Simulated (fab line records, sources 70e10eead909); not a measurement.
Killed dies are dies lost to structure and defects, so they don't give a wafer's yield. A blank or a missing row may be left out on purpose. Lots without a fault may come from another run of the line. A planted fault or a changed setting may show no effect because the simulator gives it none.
Which tool did it? | flow nand_harc | 24 lots, 72 wafers sampled, at 6 steps of a route of 1302

WHAT THE GAUGES READ, wafer by wafer
NHARC_A_BONDPAD_THK_MEAS_30: measures by ellipsometry. Usual: thk_nm 199.9 nm, standard deviation 1.5.
lot  | measured     | on            | thk_nm (nm)       | flag
L074 | day 23 01:49 | film_metro-01 | 199.8 201.7 201.3 |
L075 | day 23 18:03 | film_metro-02 | 199.4 199.8 198.9 |
L078 | day 23 20:19 | film_metro-02 | 198.6 200.0 200.3 |
L077 | day 24 00:22 | film_metro-01 | 200.4 202.1 199.6 |
L079 | day 24 15:16 | film_metro-01 | 199.9 202.5 201.6 |
L076 | day 24 21:23 | film_metro-02 | 199.6 199.1 197.5 |
L080 | day 25 04:39 | film_metro-02 | 200.6 198.7 202.5 |
L082 | day 26 03:56 | film_metro-01 | 199.1 199.1 201.1 |
L081 | day 26 05:30 | film_metro-02 | 197.7 199.1 198.6 |
L083 | day 27 03:07 | film_metro-01 | 200.6 202.5 202.9 |
L084 | day 27 13:54 | film_metro-02 | 199.2 200.9 202.1 |
L085 | day 27 16:02 | film_metro-02 | 199.9 199.7 199.9 |
L086 | day 28 07:19 | film_metro-02 | 197.5 200.9 200.0 |
L087 | day 28 10:18 | film_metro-02 | 200.6 200.4 198.8 |
L089 | day 29 05:26 | film_metro-02 | 196.9 197.2 196.9 |
L088 | day 29 07:35 | film_metro-01 | 200.5 200.5 202.6 |
L091 | day 30 15:59 | film_metro-01 | 199.7 201.5 201.9 |
L090 | day 30 16:28 | film_metro-02 | 197.8 198.1 197.4 |
L092 | day 30 23:35 | film_metro-02 | 199.5 199.4 198.1 |
L095 | day 31 06:37 | film_metro-01 | 198.0 199.7 199.9 |
L094 | day 31 08:17 | film_metro-01 | 199.8 200.0 201.0 |
L096 | day 31 21:22 | film_metro-02 | 201.2 200.6 199.6 |
L093 | day 31 23:28 | film_metro-02 | 200.3 199.7 199.2 |
L097 | day 32 12:28 | film_metro-02 | 203.7 199.8 200.5 |

NHARC_A_BONDPAD_CD_MEAS_13. Usual: cd_nm 499.3 nm, standard deviation 1.5.
lot  | measured     | on        | cd_nm (nm)        | flag
L074 | day 23 02:56 | cd_sem-03 | 499.2 498.1 497.9 |
L075 | day 23 19:01 | cd_sem-01 | 500.6 500.6 501.2 |
L078 | day 23 21:25 | cd_sem-03 | 495.6 499.2 497.5 |
L077 | day 24 01:20 | cd_sem-01 | 498.1 499.5 499.2 |
L079 | day 24 16:22 | cd_sem-02 | 502.0 501.2 501.2 |
L076 | day 24 22:29 | cd_sem-03 | 499.0 499.3 501.0 |
L080 | day 25 05:44 | cd_sem-02 | 498.3 497.0 496.3 |
L082 | day 26 05:02 | cd_sem-01 | 496.5 498.0 500.1 |
L081 | day 26 06:28 | cd_sem-02 | 499.4 500.1 500.1 |
L083 | day 27 04:12 | cd_sem-02 | 499.9 498.9 499.1 |
L084 | day 27 14:59 | cd_sem-02 | 500.6 501.5 502.5 |
L085 | day 27 17:01 | cd_sem-01 | 497.8 501.1 499.9 |
L086 | day 28 08:25 | cd_sem-01 | 499.1 499.3 499.5 |
L087 | day 28 11:24 | cd_sem-02 | 500.7 497.3 500.1 |
L089 | day 29 06:32 | cd_sem-02 | 498.2 498.1 498.4 |
L088 | day 29 08:41 | cd_sem-02 | 498.2 498.0 496.8 |
L091 | day 30 16:58 | cd_sem-03 | 500.5 498.1 499.2 |
L090 | day 30 17:34 | cd_sem-02 | 498.8 498.3 498.2 |
L092 | day 31 00:42 | cd_sem-02 | 500.9 500.2 501.2 |
L095 | day 31 07:35 | cd_sem-02 | 499.2 500.4 500.3 |
L094 | day 31 09:16 | cd_sem-01 | 498.4 498.9 497.3 |
L096 | day 31 22:30 | cd_sem-03 | 499.5 500.8 497.1 |
L093 | day 32 00:26 | cd_sem-01 | 498.5 498.4 499.0 |
L097 | day 32 13:34 | cd_sem-02 | 500.5 500.3 497.3 |

NHARC_HYBRID_BOND_INSPECT_06: inspects for defects (ir void). Usual: raw_defect_count 84, standard deviation 30.
lot  | measured     | on                | raw_defect_count | flag
L074 | day 23 14:43 | defect_inspect-02 | 93 91 85         |
L075 | day 25 00:59 | defect_inspect-02 | 101 111 107      |
L078 | day 25 00:59 | defect_inspect-01 | 96 92 83         |
L077 | day 25 01:00 | defect_inspect-02 | 79 71 79         |
L079 | day 25 01:01 | defect_inspect-01 | 163 148 150      |
L076 | day 25 10:14 | defect_inspect-01 | 76 74 75         |
L080 | day 25 17:32 | defect_inspect-01 | 21 22 25         |
L082 | day 26 16:52 | defect_inspect-01 | 80 72 73         |
L081 | day 26 16:51 | defect_inspect-01 | 114 124 115      |
L083 | day 27 15:57 | defect_inspect-02 | 39 32 31         |
L084 | day 28 02:50 | defect_inspect-02 | 79 64 68         |
L085 | day 28 02:51 | defect_inspect-01 | 82 87 97         |
L086 | day 28 22:09 | defect_inspect-02 | 107 138 153      |
L087 | day 28 22:09 | defect_inspect-01 | 56 59 59         |
L089 | day 29 18:46 | defect_inspect-01 | 134 102 98       |
L088 | day 29 18:46 | defect_inspect-02 | 71 74 79         |
L091 | day 31 05:19 | defect_inspect-02 | 81 76 66         |
L090 | day 31 05:21 | defect_inspect-02 | 61 64 52         |
L092 | day 31 14:20 | defect_inspect-02 | 114 110 104      |
L095 | day 31 19:20 | defect_inspect-02 | 65 71 66         |
L094 | day 31 19:20 | defect_inspect-01 | 112 115 111      |
L096 | day 32 10:58 | defect_inspect-01 | 84 98 90         |
L093 | day 32 11:00 | defect_inspect-01 | 58 69 57         |
L097 | day 33 01:22 | defect_inspect-02 | 66 76 66         |

WHICH TOOL RAN EACH LOT (tool, then ch and the chambers of the sampled wafers, then the start)
lot  | NHARC_A_M1_DEP_33               | NHARC_A_BONDPAD_CMP_29        | NHARC_A_BONDPAD_DESCUM_11
L074 | pecvd-01 ch 1,2, day 23 00:40   | cmp-03 ch 0,1,2, day 23 01:36 | rie_diel-10 ch 0,1,3, day 23 02:37
L075 | pecvd-01 ch 0,2, day 23 16:50   | cmp-02 ch 0,1,3, day 23 17:48 | rie_diel-10 ch 0,1,2, day 23 18:42
L078 | pecvd-02 ch 1,2, day 23 19:07   | cmp-02 ch 0,2, day 23 20:04   | rie_diel-13 ch 1,2, day 23 21:06
L077 | pecvd-02 ch 1,2, day 23 23:10   | cmp-03 ch 1,2,3, day 24 00:07 | rie_diel-10 ch 0,1,2, day 24 01:02
L079 | pecvd-03 ch 0,1,2, day 24 14:06 | cmp-03 ch 0,1,2, day 24 15:02 | rie_diel-04 ch 0,1, day 24 16:03
L076 | pecvd-03 ch 0,1,2, day 24 20:10 | cmp-02 ch 0,1,2, day 24 21:08 | rie_diel-04 ch 0,2,3, day 24 22:10
L080 | pecvd-01 ch 0,2, day 25 03:26   | cmp-03 ch 0,2, day 25 04:26   | rie_diel-10 ch 0,2, day 25 05:26
L082 | pecvd-02 ch 0,1, day 26 02:49   | cmp-02 ch 0,2,3, day 26 03:43 | rie_diel-04 ch 0,3, day 26 04:35
L081 | pecvd-01 ch 0,1,2, day 26 04:19 | cmp-03 ch 0,1, day 26 05:15   | rie_diel-10 ch 0,2,3, day 26 06:09
L083 | pecvd-01 ch 1,2, day 27 01:56   | cmp-04 ch 1,2, day 27 02:52   | rie_diel-10 ch 0,1, day 27 03:53
L084 | pecvd-02 ch 0,1, day 27 12:44   | cmp-03 ch 1,3, day 27 13:40   | rie_diel-10 ch 0,1, day 27 14:41
L085 | pecvd-02 ch 0,1, day 27 14:49   | cmp-02 ch 2,3, day 27 15:49   | rie_diel-10 ch 2,3, day 27 16:42
L086 | pecvd-03 ch 0,2, day 28 06:11   | cmp-02 ch 0,3, day 28 07:04   | rie_diel-10 ch 0,2,3, day 28 08:06
L087 | pecvd-03 ch 0,1,2, day 28 09:08 | cmp-03 ch 0,1,2, day 28 10:03 | rie_diel-10 ch 0,2,3, day 28 11:05
L089 | pecvd-03 ch 0,2, day 29 04:14   | cmp-03 ch 0,1,3, day 29 05:13 | rie_diel-04 ch 0,1,2, day 29 06:13
L088 | pecvd-02 ch 0,2, day 29 06:28   | cmp-02 ch 0,1,3, day 29 07:20 | rie_diel-10 ch 0,3, day 29 08:22
L091 | pecvd-03 ch 0,1,2, day 30 14:47 | cmp-04 ch 0,2,3, day 30 15:44 | rie_diel-10 ch 0,1,2, day 30 16:38
L090 | pecvd-02 ch 0,1,2, day 30 15:22 | cmp-03 ch 0,2,3, day 30 16:15 | rie_diel-13 ch 0,3, day 30 17:14
L092 | pecvd-02 ch 0,1,2, day 30 22:26 | cmp-04 ch 0,1, day 30 23:20   | rie_diel-13 ch 0,2,3, day 31 00:24
L095 | pecvd-03 ch 0,2, day 31 05:29   | cmp-04 ch 0,1, day 31 06:22   | rie_diel-10 ch 0,1,2, day 31 07:17
L094 | pecvd-01 ch 0,1,2, day 31 07:04 | cmp-03 ch 0,2,3, day 31 08:05 | rie_diel-10 ch 0,2,3, day 31 08:58
L096 | pecvd-01 ch 1,2, day 31 20:10   | cmp-04 ch 0,1, day 31 21:07   | rie_diel-10 ch 0,2,3, day 31 22:08
L093 | pecvd-01 ch 0,1, day 31 22:16   | cmp-04 ch 1,2, day 31 23:13   | rie_diel-04 ch 2,3, day 32 00:08
L097 | pecvd-01 ch 0,1,2, day 32 11:16 | cmp-03 ch 0,2, day 32 12:14   | rie_diel-10 ch 2,3, day 32 13:16
- NHARC_A_M1_DEP_33: deposits SiCN, target thk 30 nm.
- NHARC_A_BONDPAD_CMP_29: polishes SiCN, target thk 200 nm.
- NHARC_A_BONDPAD_DESCUM_11: chemistry O2, time 3 s.

WHAT THE TOOLS THEMSELVES READ (means of the sampled wafers that have a number; where no wafer has one, the mark that the record gives instead)
NHARC_A_M1_DEP_33. Usual: heater_power_w 602 W, standard deviation 110; rf_fwd_power_W 449.2 W, standard deviation 1.4.
lot  | tool     | heater_power_w (W) | rf_fwd_power_W (W) | flag
L074 | pecvd-01 | 686                | 448.9              |
L075 | pecvd-01 | 614                | 448.2              |
L078 | pecvd-02 | 463                | 449.2              |
L077 | pecvd-02 | 536                | 450.1              |
L079 | pecvd-03 | 555                | 448.8              |
L076 | pecvd-03 | 584                | 449.3              |
L080 | pecvd-01 | 598                | 449.8              |
L082 | pecvd-02 | 658                | 450.8              |
L081 | pecvd-01 | 644                | 449.4              |
L083 | pecvd-01 | 720                | 448.9              |
L084 | pecvd-02 | 509                | 448.2              |
L085 | pecvd-02 | 634                | 449.2              |
L086 | pecvd-03 | 537                | 449.9              |
L087 | pecvd-03 | 531                | 449.0              |
L089 | pecvd-03 | 473                | 448.3              |
L088 | pecvd-02 | 638                | 447.3              |
L091 | pecvd-03 | 563                | 447.0              |
L090 | pecvd-02 | 584                | 449.5              |
L092 | pecvd-02 | 612                | 448.4              |
L095 | pecvd-03 | 522                | 448.6              |
L094 | pecvd-01 | 627                | 450.7              |
L096 | pecvd-01 | 666                | 449.3              |
L093 | pecvd-01 | 674                | 450.2              |
L097 | pecvd-01 | 594                | 450.3              |

NHARC_A_BONDPAD_CMP_29. Usual: motor_current_A 11.4 A, standard deviation 0.89.
lot  | tool   | motor_current_A (A) | flag
L074 | cmp-03 | 11.0                |
L075 | cmp-02 | 12.3                |
L078 | cmp-02 | 10.8                |
L077 | cmp-03 | 11.6                |
L079 | cmp-03 | 11.1                |
L076 | cmp-02 | 11.7                |
L080 | cmp-03 | 11.1                |
L082 | cmp-02 | 11.7                |
L081 | cmp-03 | 11.3                |
L083 | cmp-04 | 10.5                |
L084 | cmp-03 | 12.1                |
L085 | cmp-02 | 12.2                |
L086 | cmp-02 | 12.2                |
L087 | cmp-03 | 11.1                |
L089 | cmp-03 | 11.2                |
L088 | cmp-02 | 12.1                |
L091 | cmp-04 | 11.5                |
L090 | cmp-03 | 10.9                |
L092 | cmp-04 | 11.1                |
L095 | cmp-04 | 11.0                |
L094 | cmp-03 | 11.0                |
L096 | cmp-04 | 11.0                |
L093 | cmp-04 | 11.1                |
L097 | cmp-03 | 10.5                |

NHARC_A_BONDPAD_DESCUM_11. Usual: drypump_motor_current_A 5.7 A, standard deviation 0.39; oes_product_au 1.001 a.u., standard deviation 0.008; rf_vpp_V 57.6 V, standard deviation 0.79; showerhead_plenum_p_Torr 1.88 Torr, standard deviation 0.069; throttle_valve_pct 11.311 %, standard deviation 0.0099.
lot  | tool        | drypump_motor_current_A (A) | oes_product_au (a.u.) | rf_vpp_V (V) | showerhead_plenum_p_Torr (Torr) | throttle_valve_pct (%) | flag
L074 | rie_diel-10 | 5.6                         | 1.006                 | 56.8         | 1.84                            | 11.318                 |
L075 | rie_diel-10 | 5.8                         | 1.008                 | 57.8         | 1.88                            | 11.320                 |
L078 | rie_diel-13 | 5.6                         | 1.004                 | 57.6         | 1.83                            | 11.315                 |
L077 | rie_diel-10 | 5.8                         | 1.005                 | 57.3         | 1.88                            | 11.305                 |
L079 | rie_diel-04 | 5.7                         | 1.001                 | 57.3         | 1.95                            | 11.315                 |
L076 | rie_diel-04 | 6.2                         | 1.014                 | 57.2         | 2.00                            | 11.307                 |
L080 | rie_diel-10 | 5.9                         | 1.002                 | 57.8         | 1.86                            | 11.305                 |
L082 | rie_diel-04 | 6.4                         | 1.006                 | 58.4         | 1.98                            | 11.296                 |
L081 | rie_diel-10 | 5.7                         | 0.994                 | 57.1         | 1.85                            | 11.316                 |
L083 | rie_diel-10 | 5.7                         | 1.002                 | 58.0         | 1.87                            | 11.315                 |
L084 | rie_diel-10 | 5.7                         | 1.002                 | 57.7         | 1.87                            | 11.306                 |
L085 | rie_diel-10 | 5.6                         | 0.997                 | 58.6         | 1.87                            | 11.310                 |
L086 | rie_diel-10 | 5.7                         | 0.998                 | 58.5         | 1.85                            | 11.301                 |
L087 | rie_diel-10 | 5.7                         | 0.996                 | 56.8         | 1.85                            | 11.303                 |
L089 | rie_diel-04 | 5.9                         | 1.006                 | 58.4         | 1.98                            | 11.317                 |
L088 | rie_diel-10 | 5.7                         | 0.989                 | 57.4         | 1.82                            | 11.309                 |
L091 | rie_diel-10 | 5.8                         | 0.994                 | 57.4         | 1.88                            | 11.317                 |
L090 | rie_diel-13 | 5.9                         | 0.998                 | 56.7         | 1.84                            | 11.314                 |
L092 | rie_diel-13 | 5.7                         | 0.995                 | 56.5         | 1.84                            | 11.315                 |
L095 | rie_diel-10 | 5.7                         | 1.003                 | 57.5         | 1.88                            | 11.307                 |
L094 | rie_diel-10 | 5.7                         | 0.997                 | 56.5         | 1.85                            | 11.317                 |
L096 | rie_diel-10 | 5.7                         | 0.999                 | 57.5         | 1.85                            | 11.311                 |
L093 | rie_diel-04 | 6.0                         | 1.007                 | 57.9         | 1.94                            | 11.314                 |
L097 | rie_diel-10 | 5.6                         | 1.000                 | 58.1         | 1.87                            | 11.320                 |

THE ANSWER, worked out from the rows above alone
Rule: a lot is off if the mean of its wafers that have a number lies more than 3 standard deviations from the usual mean. A lot without any number at a reading at which 4 lots or more have one is off too. The other lots that the step has rows for count as sound. The gauges are gone through in route order, then the tools' own readings, and for those a lot's mean is taken as printed above. The first step at which some lot is off is used, and at that step the reading that is off furthest; a lot without a number counts as furthest.
No lot is off at any reading shown: from this, nothing can be told.

WHAT THE SIMULATOR HAD PUT IN
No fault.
